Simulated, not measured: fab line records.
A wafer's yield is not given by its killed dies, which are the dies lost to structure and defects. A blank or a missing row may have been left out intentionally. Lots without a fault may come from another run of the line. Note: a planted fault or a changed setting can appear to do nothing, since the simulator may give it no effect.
fab line records	flow nand-harc
[record] lots = 7	wafers = 19	last-day = 24
route steps=1159 shown A_STAIRCASE@581 END@1159
lots that met no fault: from a run of the same line without faults
start-h: start of the lot's first displayed wafer, in hours after the record's first day	wait-h: how many hours have passed since the lot's step before this one	" same as the row above	L1.1+2: one row covering several wafers at once	- no value, or no start was given	* or withheld: withheld	< > ~ a bound
route shown NAME@n: a module of which the file shows steps, and the number in the route of the first	usual: the fault-free wafers' mean and standard deviation	same: alike in all rows	chamber/n: place in a boat	sites: the reading at each site	_std_site: the values' standard deviation	_edge_site: inner sites' mean taken away from outer sites' mean	radius-mm: how far each site lies from the wafer's centre	mask NAME#n: copy n	behind: the tool/chamber that last shaped the wafer	hold: cause of the lot's hold/its duration in hours/its outcome	device: names the non-switching transistor (n, p or np)	end of line: the same wafers' tests at the end of the route	step lacking rows: just its recipe	killed: not the wafer's yield, but the dies lost to structure and defects at the first sort	map: a wafer's dies, x killed, . not, _ none there
set.NAME: the setting as run; set.NAME@STEP: as run at that earlier step	model.NAME: the simulator's own value behind a step, which no gauge read
a table for each step, a row for each wafer; lots at some steps of the route
services: a tool's chamber out of use, with start hour (start-h, from the record's first day; less than 0 if before it), hours out, and reason
[[steps]]
[step NHARC_A_STAIRCASE_TRIM_187]
[recipe] time-s = 211.2	o2-flow-sccm = 500	ar-flow-sccm = 0	bias-w = 0	chemistry = O2
[step NHARC_A_STAIRCASE_ETCH_188]
[recipe] target-depth-a = 1000	time-s = 40.5	ion-energy-ev = 400	c4f8-flow-sccm = 20	o2-flow-sccm = 10	ar-flow-sccm = withheld	rf-w = 600	bias-w = 1000	chemistry = C4F8/O2
[step NHARC_A_STAIRCASE_TRIM_189]
[recipe] time-s = 211.2	o2-flow-sccm = 500	ar-flow-sccm = 0	bias-w = 0	chemistry = O2
[step NHARC_A_STAIRCASE_ETCH_190]
[recipe] target-depth-a = 1000	time-s = 40.5	ion-energy-ev = 400	c4f8-flow-sccm = 20	o2-flow-sccm = 10	ar-flow-sccm = withheld	rf-w = 600	bias-w = 1000	chemistry = C4F8/O2
[usual] chamber-pressure-mTorr = 25.001/0.029	oes-product-au = 0.937/0.012	rf-vpp-V = 895/4.4	run-length-s = 61.6/0.5
[same] time-s = 40.5
lot.wafer	tool	chamber	start-h	wait-h	chamber-pressure-mTorr	oes-product-au	rf-hours-counter-h	rf-vpp-V	run-length-s
L326.3	rie-diel-08	2	-	-	25.009	0.942	-	887	61.7
L326.4	"	1	"	"	25.037	0.924	-	904	61.6
L326.5	"	1	"	"	25.059	0.923	-	902	61.7
L330.4	rie-diel-08	2	-	-	25.002	0.952	47	887	61.8
L330.1	"	3	"	"	25.009	0.923	56	895	61.7
L330.2	"	0	"	"	25.013	0.938	44	893	62.0
L332.3	rie-diel-08	2	-	-	25.030	0.952	53	889	61.6
L332.4	"	1	"	"	25.005	0.935	60	902	61.7
L332.6	"	2	"	"	24.985	0.948	-	887	61.9
L336.2	rie-diel-08	1	-	-	24.997	0.939	63	901	61.5
L336.3	"	2	"	"	24.810	0.941	55	888	61.7
L336.4	"	2	"	"	25.013	0.943	-	889	62.0
L343.2	rie-diel-06	0	-	-	25.005	0.938	37	894	60.6
L343.4	"	3	"	"	25.035	0.936	35	899	63.0
L345.2	rie-diel-06	1	-	-	24.996	0.946	39	900	61.8
L345.1	"	2	"	"	25.002	0.951	41	897	61.5
L347.2	rie-diel-06	0	-	-	25.017	0.949	47	892	61.3
L347.3	"	1	"	"	24.986	0.934	48	899	61.6
L347.5	"	3	"	"	25.000	0.945	-	901	63.0
[step NHARC_A_STAIRCASE_TRIM_191]
[recipe] time-s = 211.2	o2-flow-sccm = 500	ar-flow-sccm = 0	bias-w = 0	chemistry = O2
[step NHARC_A_STAIRCASE_ETCH_192]
[recipe] target-depth-a = 1000	time-s = 40.5	ion-energy-ev = 400	c4f8-flow-sccm = 20	o2-flow-sccm = 10	ar-flow-sccm = withheld	rf-w = 600	bias-w = 1000	chemistry = C4F8/O2
[step NHARC_A_STAIRCASE_TRIM_193]
[recipe] time-s = 211.2	o2-flow-sccm = 500	ar-flow-sccm = 0	bias-w = 0	chemistry = O2
[usual] chamber-pressure-mTorr = 60.00/0.056	drypump-motor-current-A = 5.8/0.49	mfc-ar-sccm = 0.004/0.0076	o2-flow-sccm = 500.1/1.6	oes-product-au = 0.996/0.011	rf-vpp-V = 57.8/0.87	showerhead-plenum-p-Torr = 3.53/0.12	throttle-valve-pct = 17.036/0.0092
[same] time-s = 211.2
lot.wafer	tool	chamber	start-h	wait-h	chamber-pressure-mTorr	drypump-motor-current-A	mfc-ar-sccm	o2-flow-sccm	oes-product-au	rf-hours-counter-h	rf-vpp-V	showerhead-plenum-p-Torr	throttle-valve-pct
L326.4	rie-diel-08	1	-	-	60.08	6.6	0	498.8	1.007	-	58.3	3.71	17.038
L326.3	"	2	"	"	59.95	5.9	0	498.9	1.018	-	56.8	3.32	17.033
L326.5	"	1	"	"	59.97	6.6	0	498.7	0.982	-	58.2	3.71	17.035
L330.1	rie-diel-08	0	-	-	60.06	5.8	0.009	497.2	0.998	44	58.7	3.41	17.030
L330.2	"	2	"	"	60.10	5.8	0	500.8	1.014	47	58.2	3.32	17.038
L330.4	"	3	"	"	60.03	5.2	0	500.6	0.997	56	58.1	3.47	17.047
L332.4	rie-diel-08	2	-	-	59.98	5.8	0	497.9	1.009	53	58.6	3.32	17.017
L332.3	"	3	"	"	59.97	5.2	0	502.7	0.998	62	57.1	3.46	17.038
L332.6	"	1	"	"	59.93	6.6	0	500.6	1.005	-	57.2	3.70	17.047
L336.3	rie-diel-08	2	-	-	59.99	5.8	0	500.6	1.015	57	56.7	3.32	17.040
L336.2	"	0	"	"	59.98	5.8	0.009	499.0	1.014	54	57.0	3.41	17.030
L336.4	"	2	"	"	60.03	5.8	0	500.6	1.008	-	58.3	3.31	17.029
L343.4	rie-diel-06	2	-	-	60.06	6.1	0	498.0	1.013	38	56.5	3.59	17.050
L343.2	"	1	"	"	60.08	5.8	0	500.8	0.988	37	57.5	3.63	17.056
L345.2	rie-diel-06	1	-	-	60.02	5.8	0	499.5	0.990	39	57.6	3.63	17.044
L345.1	"	0	"	"	60.01	5.2	0.028	501.4	0.998	40	58.6	3.45	17.037
L347.3	rie-diel-06	1	-	-	59.91	5.9	0	501.1	0.977	48	57.5	3.63	17.022
L347.2	"	0	"	"	60.00	5.2	0.028	501.3	0.997	47	58.0	3.45	17.036
L347.5	"	1	"	"	59.97	5.8	0	498.9	0.981	-	58.8	3.63	17.020
[step NHARC_A_STAIRCASE_ETCH_194]
[recipe] target-depth-a = 1000	time-s = 40.5	ion-energy-ev = 400	c4f8-flow-sccm = 20	o2-flow-sccm = 10	ar-flow-sccm = withheld	rf-w = 600	bias-w = 1000	chemistry = C4F8/O2
[step NHARC_A_STAIRCASE_TRIM_196]
[recipe] time-s = 211.2	o2-flow-sccm = 500	ar-flow-sccm = 0	bias-w = 0	chemistry = O2
[usual] chamber-pressure-mTorr = 60.00/0.053	drypump-motor-current-A = 5.7/0.51	mfc-ar-sccm = 0.004/0.0091	o2-flow-sccm = 499.9/1.6	oes-product-au = 0.998/0.01	rf-vpp-V = 57.8/0.82	showerhead-plenum-p-Torr = 3.54/0.11	throttle-valve-pct = 17.037/0.0086
[same] time-s = 211.2
lot.wafer	tool	chamber	start-h	wait-h	chamber-pressure-mTorr	drypump-motor-current-A	mfc-ar-sccm	o2-flow-sccm	oes-product-au	rf-hours-counter-h	rf-vpp-V	showerhead-plenum-p-Torr	throttle-valve-pct
L326.3	rie-diel-08	1	245.91	0.2	59.95	6.6	0	499.5	0.991	-	57.4	3.71	17.048
L326.4	"	1	"	"	60.03	6.6	0	500.7	0.997	-	57.1	3.71	17.045
L326.5	"	1	"	"	59.96	6.6	0	499.8	0.993	-	58.6	3.71	17.031
L330.2	rie-diel-12	3	269.60	0.1	60.04	4.7	0	499.9	0.994	26	58.2	3.44	17.041
L330.1	"	0	"	"	59.92	5.8	0.018	502.3	0.976	20	56.2	3.52	17.016
L330.4	"	1	"	"	60.08	6.0	0	502.2	0.975	24	58.1	3.66	17.043
L332.3	rie-diel-08	2	291.19	0.1	59.98	5.8	0	501.1	1.005	53	56.5	3.32	17.044
L332.4	"	3	"	"	59.96	5.2	0	499.6	0.985	62	58.2	3.46	17.046
L332.6	"	3	"	"	60.01	5.2	0	498.0	0.988	-	56.9	3.46	17.038
L336.2	rie-diel-06	0	302.07	0.1	59.93	5.2	0.028	501.3	0.990	19	56.8	3.47	17.040
L336.4	"	1	"	"	60.05	5.9	0	500.2	0.994	20	58.2	3.64	17.064
L336.3	"	3	"	"	59.89	6.2	0	497.7	0.995	19	58.2	3.67	17.039
L343.2	rie-diel-06	3	347.78	0.1	59.98	6.1	0	499.6	0.993	35	57.6	3.66	17.037
L343.4	"	1	"	"	59.97	5.8	0	500.6	0.989	37	57.6	3.63	17.036
L345.1	rie-diel-06	1	357.59	0.1	59.98	5.8	0	497.8	0.982	40	57.8	3.63	17.052
L345.2	"	2	"	"	59.98	6.2	0	501.8	1.006	41	57.8	3.59	17.037
L347.2	rie-diel-06	0	380.52	0.1	60.02	5.2	0.028	501.1	1.004	47	56.7	3.45	17.039
L347.3	"	2	"	"	60.02	6.1	0	500.2	1.008	50	57.9	3.58	17.052
L347.5	"	0	"	"	60.05	5.2	0.028	496.6	1.002	-	57.2	3.45	17.050
[step NHARC_A_STAIRCASE_ETCH_197]
[recipe] target-depth-a = 1000	time-s = 40.5	ion-energy-ev = 400	c4f8-flow-sccm = 20	o2-flow-sccm = 10	ar-flow-sccm = withheld	rf-w = 600	bias-w = 1000	chemistry = C4F8/O2
[step NHARC_A_STAIRCASE_TRIM_198]
[recipe] time-s = 211.2	o2-flow-sccm = 500	ar-flow-sccm = 0	bias-w = 0	chemistry = O2
[usual] chamber-pressure-mTorr = 60.01/0.051	drypump-motor-current-A = 5.8/0.5	mfc-ar-sccm = 0.005/0.0093	o2-flow-sccm = 499.9/1.5	oes-product-au = 0.997/0.011	rf-vpp-V = 57.9/0.88	showerhead-plenum-p-Torr = 3.55/0.11	throttle-valve-pct = 17.036/0.0092
[same] time-s = 211.2
lot.wafer	tool	chamber	start-h	wait-h	chamber-pressure-mTorr	drypump-motor-current-A	mfc-ar-sccm	o2-flow-sccm	oes-product-au	rf-hours-counter-h	rf-vpp-V	showerhead-plenum-p-Torr	throttle-valve-pct
L326.3	rie-diel-08	1	246.60	0.2	60.03	6.6	0	500.2	0.991	-	57.2	3.71	17.032
L326.4	"	1	"	"	60.05	6.6	0	499.6	1.000	-	58.8	3.71	17.033
L326.5	"	1	"	"	59.93	6.6	0	500.6	1.002	-	59.0	3.71	17.033
L330.2	rie-diel-12	0	-	-	59.93	5.9	0.018	499.8	0.970	20	56.6	3.52	17.052
L330.4	"	1	"	"	59.95	6.0	0	499.5	0.975	24	57.4	3.66	17.039
L330.1	"	2	"	"	60.04	5.5	0	500.0	0.981	26	57.1	3.53	17.043
L332.3	rie-diel-08	2	-	-	60.05	5.8	0	499.9	1.015	53	57.3	3.32	17.036
L332.4	"	3	"	"	60.03	5.2	0	498.4	1.001	62	58.3	3.46	17.047
L332.6	"	0	"	"	59.88	5.8	0.009	499.2	1.014	-	58.0	3.41	17.039
L336.4	rie-diel-06	1	-	-	60.02	5.9	0	501.8	1.001	20	58.3	3.64	17.066
L336.2	"	3	"	"	59.97	6.1	0	502.1	0.996	19	58.2	3.67	17.027
L336.3	"	0	"	"	60.05	5.2	0.028	496.8	0.990	19	57.4	3.47	17.035
L343.4	rie-diel-06	3	-	-	60.02	6.1	0	501.0	1.000	35	59.1	3.66	17.027
L343.2	"	0	"	"	60.00	5.2	0.028	500.1	0.988	37	57.9	3.46	17.031
L345.1	rie-diel-06	1	-	-	60.03	5.8	0	498.6	0.989	40	57.7	3.63	17.037
L345.2	"	3	"	"	60.14	6.2	0	500.0	0.986	38	57.9	3.66	17.018
L347.2	rie-diel-06	2	-	-	60.08	6.2	0	500.1	1.006	50	59.4	3.58	17.035
L347.3	"	3	"	"	60.00	6.1	0	501.6	1.000	46	58.2	3.65	17.037
L347.5	"	0	"	"	59.97	5.2	0.028	499.4	1.002	-	56.7	3.45	17.034
[step NHARC_A_STAIRCASE_ETCH_199]
[recipe] target-depth-a = 1000	time-s = 40.5	ion-energy-ev = 400	c4f8-flow-sccm = 20	o2-flow-sccm = 10	ar-flow-sccm = withheld	rf-w = 600	bias-w = 1000	chemistry = C4F8/O2
[usual] chamber-pressure-mTorr = 25.00/0.033	oes-product-au = 0.939/0.016	rf-vpp-V = 896/4.1	run-length-s = 61.7/0.6
lot.wafer	tool	chamber	start-h	wait-h	chamber-pressure-mTorr	oes-product-au	rf-hours-counter-h	rf-vpp-V	run-length-s
L326.4	rie-diel-08	3	246.91	0.2	25.03	1.002	-	895	61.7
L326.3	"	1	"	"	24.98	0.920	-	902	61.7
L326.5	"	3	"	"	25.03	0.995	-	892	61.9
L330.2	rie-diel-12	1	270.16	-	25.00	0.912	24	900	60.8
L330.1	"	2	"	"	24.99	0.943	26	895	61.9
L330.4	"	0	"	"	25.00	0.923	21	896	61.8
L332.3	rie-diel-08	1	291.67	-	25.00	0.933	61	902	61.7
L332.4	"	2	"	"	24.98	0.948	53	888	62.1
L332.6	"	1	"	"	25.01	0.928	-	902	61.9
L336.3	rie-diel-06	0	302.51	-	25.04	0.937	19	894	60.6
L336.2	"	1	"	"	25.04	0.926	20	901	61.8
L336.4	"	2	"	"	25.06	0.945	19	899	61.9
L343.2	rie-diel-06	3	348.63	-	25.01	0.915	35	899	75.6
L343.4	"	0	"	"	25.00	0.916	37	893	60.7
L345.1	rie-diel-06	3	358.02	-	24.97	0.966	38	901	76.1
L345.2	"	0	"	"	24.99	0.946	40	893	73.6
L347.2	rie-diel-06	1	380.94	-	25.04	0.936	48	901	74.7
L347.3	"	2	"	"	25.04	0.968	50	897	61.6
L347.5	"	0	"	"	25.02	0.947	-	892	61.0
[step NHARC_A_STAIRCASE_TRIM_200]
[recipe] time-s = 211.2	o2-flow-sccm = 500	ar-flow-sccm = 0	bias-w = 0	chemistry = O2
[usual] chamber-pressure-mTorr = 60.00/0.055	drypump-motor-current-A = 5.8/0.47	mfc-ar-sccm = 0.004/0.0088	o2-flow-sccm = 500.1/1.5	oes-product-au = 0.996/0.011	rf-vpp-V = 57.8/0.87	showerhead-plenum-p-Torr = 3.54/0.11	throttle-valve-pct = 17.037/0.0096
[same] time-s = 211.2
lot.wafer	tool	chamber	start-h	wait-h	chamber-pressure-mTorr	drypump-motor-current-A	mfc-ar-sccm	o2-flow-sccm	oes-product-au	rf-hours-counter-h	rf-vpp-V	showerhead-plenum-p-Torr	throttle-valve-pct
L326.3	rie-diel-08	3	247.12	0.2	59.93	5.2	0	499.5	0.994	-	57.7	3.47	17.029
L326.4	"	1	"	"	59.98	6.6	0	501.0	1.002	-	57.4	3.71	17.045
L326.5	"	3	"	"	59.91	5.2	0	498.3	0.995	-	58.4	3.47	17.051
L330.2	rie-diel-12	3	-	-	60.04	4.7	0	499.2	0.993	27	56.8	3.44	17.033
L330.1	"	0	"	"	60.10	5.8	0.018	500.0	0.980	21	59.2	3.52	17.038
L330.4	"	1	"	"	59.97	6.0	0	499.9	0.981	25	58.8	3.66	17.040
L332.3	rie-diel-08	1	-	-	59.98	6.6	0	501.5	0.995	61	57.8	3.70	17.038
L332.4	"	0	"	"	59.95	5.8	0.009	503.0	1.011	49	59.1	3.41	17.023
L332.6	"	1	"	"	59.93	6.6	0	501.2	1.004	-	57.4	3.70	17.043
L336.2	rie-diel-06	3	-	-	59.98	6.2	0	502.2	0.995	19	58.4	3.67	17.018
L336.3	"	0	"	"	60.01	5.3	0.028	501.0	0.993	19	57.8	3.47	17.046
L336.4	"	1	"	"	59.95	5.9	0	498.5	0.981	20	57.6	3.64	17.022
L343.2	rie-diel-06	2	-	-	59.87	6.2	0	501.4	1.003	39	58.6	3.59	17.039
L343.4	"	3	"	"	60.05	6.2	0	502.0	1.002	36	58.3	3.66	17.056
L345.1	rie-diel-06	2	-	-	59.97	6.1	0	498.8	1.021	41	57.1	3.59	17.040
L345.2	"	3	"	"	59.98	6.1	0	500.1	1.004	38	58.4	3.66	17.038
L347.3	rie-diel-06	2	-	-	59.97	6.1	0	501.0	1.015	50	55.6	3.58	17.034
L347.2	"	1	"	"	59.92	5.8	0	500.6	0.975	48	59.8	3.63	17.043
L347.5	"	2	"	"	59.99	6.1	0	500.0	1.000	-	56.1	3.58	17.037
[step NHARC_END_SORT_01]
[recipe] temp-c = 25
[usual] killed-at-array = 29/8.4	killed-at-other = 0.7/1.2	killed-at-periphery = 3.8/2.1	killed-dies = 33/9	killed-open = 3.4/2	killed-short = 2.1/1.4
[same] gross-dies = 677
lot.wafer	tool	chamber	start-h	wait-h	killed-at-array	killed-at-other	killed-at-periphery	killed-dies	killed-open	killed-short
L330.1	prober-02	0	503.26	2.5	15	1	1	17	3	2
L330.2	prober-02	0	504.06	2.8	15	0	2	17	3	1
L330.4	prober-02	0	505.67	3.4	16	0	2	18	4	4
L332.3	prober-02	0	512.70	3.1	22	0	1	23	2	0
L332.4	prober-02	0	513.50	3.4	22	0	2	24	5	0
L332.6	prober-02	0	515.11	4.0	29	1	3	33	1	0
L336.2	prober-02	0	519.68	2.8	24	0	7	31	1	1
L336.3	prober-02	0	520.48	3.1	21	0	1	22	4	1
L336.4	prober-02	0	521.27	3.4	31	0	2	33	2	2
L343.2	prober-01	0	551.07	2.8	670	2	5	677	4	1
L343.4	prober-01	0	552.69	3.4	36	0	2	38	3	3
L345.1	prober-02	0	557.74	2.5	670	0	7	677	1	4
L345.2	prober-02	0	558.53	2.8	670	0	7	677	7	5
L347.2	prober-01	0	573.78	2.8	673	0	4	677	9	2
L347.3	prober-01	0	574.58	3.1	38	3	4	45	5	3
L347.5	prober-01	0	576.18	3.7	43	1	3	47	2	2
// killed by level:class
L330.1 A_CONTACT:chamber-film-flake=4 A_CHANNEL_HOLE_D1:chamber-film-flake=3 A_STAIRCASE:chamber-film-flake=3 A_SOURCE_PLATE:geometric-particle:open=1 A_CHANNEL_HOLE_D1:geometric-particle:open=1 A_CHANNEL_FILL_D1:geometric-particle:open=1 A_SGD_CUT:geometric-particle:short=1 P_STI:chamber-film-flake=1
L330.2 A_CONTACT:chamber-film-flake=4 A_ZERO_WELL:chamber-film-flake=3 A_STAIRCASE:chamber-film-flake=3 A_CHANNEL_HOLE_D1:chamber-film-flake=2 P_CONTACT:geometric-particle:short=1 P_M0:geometric-particle:open=1 A_CONTACT:geometric-particle:open=1 A_BLC:geometric-particle:open=1
L330.4 A_CONTACT:chamber-film-flake=4 A_ZERO_WELL:chamber-film-flake=2 A_CHANNEL_HOLE_D1:chamber-film-flake=2 P_STI:geometric-particle:open=1 P_CONTACT:geometric-particle:short=1 A_SOURCE_PLATE:geometric-particle:short=1 A_CHANNEL_FILL_D1:geometric-particle:short=1 A_CONTACT:geometric-particle:open=1
L332.3 A_SLIT:chamber-film-flake=12 A_CHANNEL_HOLE_D1:chamber-film-flake=4 A_STAIRCASE:chamber-film-flake=3 A_CONTACT:geometric-particle:open=2 P_CONTACT:chamber-film-flake=1 A_WL_FILL:chamber-film-flake=1
L332.4 A_SLIT:chamber-film-flake=11 A_CONTACT:chamber-film-flake=3 A_CONTACT:geometric-particle:open=2 A_STAIRCASE:chamber-film-flake=2 P_M0:geometric-particle:open=1 A_SGD_CUT:geometric-particle:open=1 A_WL_FILL:geometric-particle:open=1 P_CONTACT:chamber-film-flake=1
L332.6 A_SLIT:chamber-film-flake=14 A_CHANNEL_HOLE_D1:chamber-film-flake=8 P_CONTACT:chamber-film-flake=2 A_CHANNEL_FILL_D1:chamber-film-flake=2 A_WL_FILL:chamber-film-flake=2 A_CHANNEL_FILL_D1:geometric-particle:open=1 P_STI:chamber-film-flake=1 A_ZERO_WELL:chamber-film-flake=1
L336.2 A_SLIT:chamber-film-flake=14 A_CONTACT:chamber-film-flake=7 P_CONTACT:chamber-film-flake=5 A_CHANNEL_HOLE_D1:chamber-film-flake=2 P_GATE:geometric-particle:open=1 P_CONTACT:geometric-particle:short=1 A_STAIRCASE:chamber-film-flake=1
L336.3 A_SLIT:chamber-film-flake=10 A_CONTACT:chamber-film-flake=3 A_ONON_D1:geometric-particle:open=2 A_CHANNEL_HOLE_D1:chamber-film-flake=2 A_CHANNEL_FILL_D1:geometric-particle:open=1 A_WL_FILL:geometric-particle:short=1 A_M1:geometric-particle:open=1 P_CONTACT:chamber-film-flake=1
L336.4 A_SLIT:chamber-film-flake=18 A_CHANNEL_HOLE_D1:chamber-film-flake=4 A_CONTACT:chamber-film-flake=3 P_M2:geometric-particle:short=1 A_ONON_D1:geometric-particle:open=1 A_CHANNEL_HOLE_D1:geometric-particle:short=1 A_SGD_CUT:geometric-particle:open=1 P_M0:chamber-film-flake=1
L343.2 A_STAIRCASE:area-etch=621 A_CHANNEL_HOLE_D1:chamber-film-flake=20 A_SLIT:chamber-film-flake=20 A_STAIRCASE:chamber-film-flake=3 A_ONON_D1:geometric-particle:open=2 P_GATE:chamber-film-flake=2 THIN_TSV:chamber-film-flake=2 A_CONTACT:chamber-film-flake=2
L343.4 A_CHANNEL_HOLE_D1:chamber-film-flake=15 A_SLIT:chamber-film-flake=10 A_CONTACT:geometric-particle:open=3 A_STAIRCASE:chamber-film-flake=3 P_STI:chamber-film-flake=2 A_ONON_D1:geometric-particle:short=1 A_SGD_CUT:geometric-particle:short=1 A_CONTACT:geometric-particle:short=1
L345.1 A_STAIRCASE:area-etch=639 A_CHANNEL_HOLE_D1:chamber-film-flake=23 P_GATE:chamber-film-flake=4 A_STAIRCASE:chamber-film-flake=4 P_M0:geometric-particle:short=2 P_CONTACT:geometric-particle:open=1 A_CHANNEL_FILL_D1:geometric-particle:short=1 A_STAIRCASE:geometric-particle:short=1
L345.2 A_STAIRCASE:area-etch=630 A_CHANNEL_HOLE_D1:chamber-film-flake=27 P_GATE:chamber-film-flake=3 P_M0:geometric-particle:open=2 A_CHANNEL_FILL_D1:geometric-particle:open=2 A_CHANNEL_FILL_D1:geometric-particle:short=2 A_ZERO_WELL:chamber-film-flake=2 A_STAIRCASE:chamber-film-flake=2
L347.2 A_STAIRCASE:area-etch=621 A_SLIT:chamber-film-flake=24 A_CONTACT:chamber-film-flake=9 A_CHANNEL_HOLE_D1:chamber-film-flake=7 A_STAIRCASE:chamber-film-flake=3 P_M0:geometric-particle:open=2 A_SGD_CUT:geometric-particle:open=2 A_M0:geometric-particle:open=2
L347.3 A_SLIT:chamber-film-flake=23 A_CHANNEL_HOLE_D1:chamber-film-flake=6 THIN_TSV:chamber-film-flake=3 P_M0:geometric-particle:open=2 A_WL_FILL:geometric-particle:short=2 A_STAIRCASE:chamber-film-flake=2 A_CONTACT:chamber-film-flake=2 P_CONTACT:geometric-particle:open=1
L347.5 A_SLIT:chamber-film-flake=28 A_CHANNEL_HOLE_D1:chamber-film-flake=8 P_ZERO_WELL:chamber-film-flake=2 A_STAIRCASE:chamber-film-flake=2 A_CONTACT:chamber-film-flake=2 P_M0:geometric-particle:open=1 A_ONON_D1:geometric-particle:short=1 A_CHANNEL_FILL_D1:geometric-particle:open=1
// map L343.2 (x killed, . not)
____________x____________
_________xxxxxxx_________
_______xxxxxxxxxxx_______
______xxxxxxxxxxxxx______
_____xxxxxxxxxxxxxxx_____
____xxxxxxxxxxxxxxxxx____
____xxxxxxxxxxxxxxxxx____
___xxxxxxxxxxxxxxxxxxx___
___xxxxxxxxxxxxxxxxxxx___
__xxxxxxxxxxxxxxxxxxxxx__
__xxxxxxxxxxxxxxxxxxxxx__
_xxxxxxxxxxxxxxxxxxxxxxx_
_xxxxxxxxxxxxxxxxxxxxxxx_
_xxxxxxxxxxxxxxxxxxxxxxx_
_xxxxxxxxxxxxxxxxxxxxxxx_
_xxxxxxxxxxxxxxxxxxxxxxx_
xxxxxxxxxxxxxxxxxxxxxxxxx
xxxxxxxxxxxxxxxxxxxxxxxxx
xxxxxxxxxxxxxxxxxxxxxxxxx
xxxxxxxxxxxxxxxxxxxxxxxxx
xxxxxxxxxxxxxxxxxxxxxxxxx
_xxxxxxxxxxxxxxxxxxxxxxx_
_xxxxxxxxxxxxxxxxxxxxxxx_
_xxxxxxxxxxxxxxxxxxxxxxx_
_xxxxxxxxxxxxxxxxxxxxxxx_
_xxxxxxxxxxxxxxxxxxxxxxx_
__xxxxxxxxxxxxxxxxxxxxx__
__xxxxxxxxxxxxxxxxxxxxx__
___xxxxxxxxxxxxxxxxxxx___
___xxxxxxxxxxxxxxxxxxx___
____xxxxxxxxxxxxxxxxx____
____xxxxxxxxxxxxxxxxx____
_____xxxxxxxxxxxxxxx_____
______xxxxxxxxxxxxx______
_______xxxxxxxxxxx_______
_________xxxxxxx_________
____________x____________
// map L345.1 (x killed, . not)
____________x____________
_________xxxxxxx_________
_______xxxxxxxxxxx_______
______xxxxxxxxxxxxx______
_____xxxxxxxxxxxxxxx_____
____xxxxxxxxxxxxxxxxx____
____xxxxxxxxxxxxxxxxx____
___xxxxxxxxxxxxxxxxxxx___
___xxxxxxxxxxxxxxxxxxx___
__xxxxxxxxxxxxxxxxxxxxx__
__xxxxxxxxxxxxxxxxxxxxx__
_xxxxxxxxxxxxxxxxxxxxxxx_
_xxxxxxxxxxxxxxxxxxxxxxx_
_xxxxxxxxxxxxxxxxxxxxxxx_
_xxxxxxxxxxxxxxxxxxxxxxx_
_xxxxxxxxxxxxxxxxxxxxxxx_
xxxxxxxxxxxxxxxxxxxxxxxxx
xxxxxxxxxxxxxxxxxxxxxxxxx
xxxxxxxxxxxxxxxxxxxxxxxxx
xxxxxxxxxxxxxxxxxxxxxxxxx
xxxxxxxxxxxxxxxxxxxxxxxxx
_xxxxxxxxxxxxxxxxxxxxxxx_
_xxxxxxxxxxxxxxxxxxxxxxx_
_xxxxxxxxxxxxxxxxxxxxxxx_
_xxxxxxxxxxxxxxxxxxxxxxx_
_xxxxxxxxxxxxxxxxxxxxxxx_
__xxxxxxxxxxxxxxxxxxxxx__
__xxxxxxxxxxxxxxxxxxxxx__
___xxxxxxxxxxxxxxxxxxx___
___xxxxxxxxxxxxxxxxxxx___
____xxxxxxxxxxxxxxxxx____
____xxxxxxxxxxxxxxxxx____
_____xxxxxxxxxxxxxxx_____
______xxxxxxxxxxxxx______
_______xxxxxxxxxxx_______
_________xxxxxxx_________
____________x____________
[[services]]
tool	chamber	start-h	hours	kind
rie-diel-08	0	221.02	31.8	repair
rie-diel-12	-	221.21	0.3	repair
rie-diel-08	3	240.57	5.9	repair
rie-diel-06	-	241.21	9.0	pm
rie-diel-06	0	241.21	9.0	vent-cycle
rie-diel-06	1	241.21	9.0	vent-cycle
rie-diel-06	2	241.21	9.0	vent-cycle
rie-diel-06	3	241.21	9.0	vent-cycle
rie-diel-08	2	245.58	13.5	repair
rie-diel-06	0	250.21	-	clean
rie-diel-06	1	250.21	-	clean
rie-diel-06	1	250.21	-	consumable-replace:focus-ring
rie-diel-06	2	250.21	-	clean
rie-diel-06	3	250.21	-	clean
rie-diel-12	2	271.12	2.6	repair
rie-diel-06	0	275.08	-	clean
rie-diel-06	1	275.08	-	clean
rie-diel-06	2	275.08	-	clean
rie-diel-06	3	275.08	-	clean
rie-diel-06	-	289.23	1.7	repair
rie-diel-08	-	301.88	9.0	pm
rie-diel-06	1	302.71	4.0	repair
rie-diel-12	2	373.74	7.6	repair
rie-diel-12	-	379.46	9.0	pm
[[key]]
[first-sign] step = NHARC_A_STAIRCASE_ETCH_199	reading = run-length-s	direction = up	sigmas = 22	usual = *	struck = *
[effect] step = NHARC_END_SORT_01	reading = killed-at-array	direction = up	sigmas = 76	usual = 29	struck = 671
[more-kills-born-at] NHARC_A_STAIRCASE_ETCH_199@rie-diel-06 = 2511
met-at NHARC_A_STAIRCASE_ETCH_199
struck-wafers L343.2,L345.1,L345.2,L347.2
later-rows-left-out L343.2,L345.1,L345.2,L347.2
tester-left-out L343,L345,L347
onset-between 302.51 348.63
[fault] kind = process-parameter-drift	tool = rie-diel-06	chamber = -	onset-h = 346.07	steps = NHARC_A_STAIRCASE_ETCH_199	channel = time-s	offset = *	shape = step	end-h = 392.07	scope = struck-wafers-only	acts-in = *	stated = *
// tester-left-out: of these lots the tester's yield and bins aren't shown, on N5 and GAA mostly nor the transistor test; their killed dies are dies lost to structure and defects alone, not to doping, threshold or leakage, so they don't give the yield
// later-rows-left-out: the simulator's readings of these wafers behind a module that went badly wrong aren't trusted and aren't shown, but for the sort
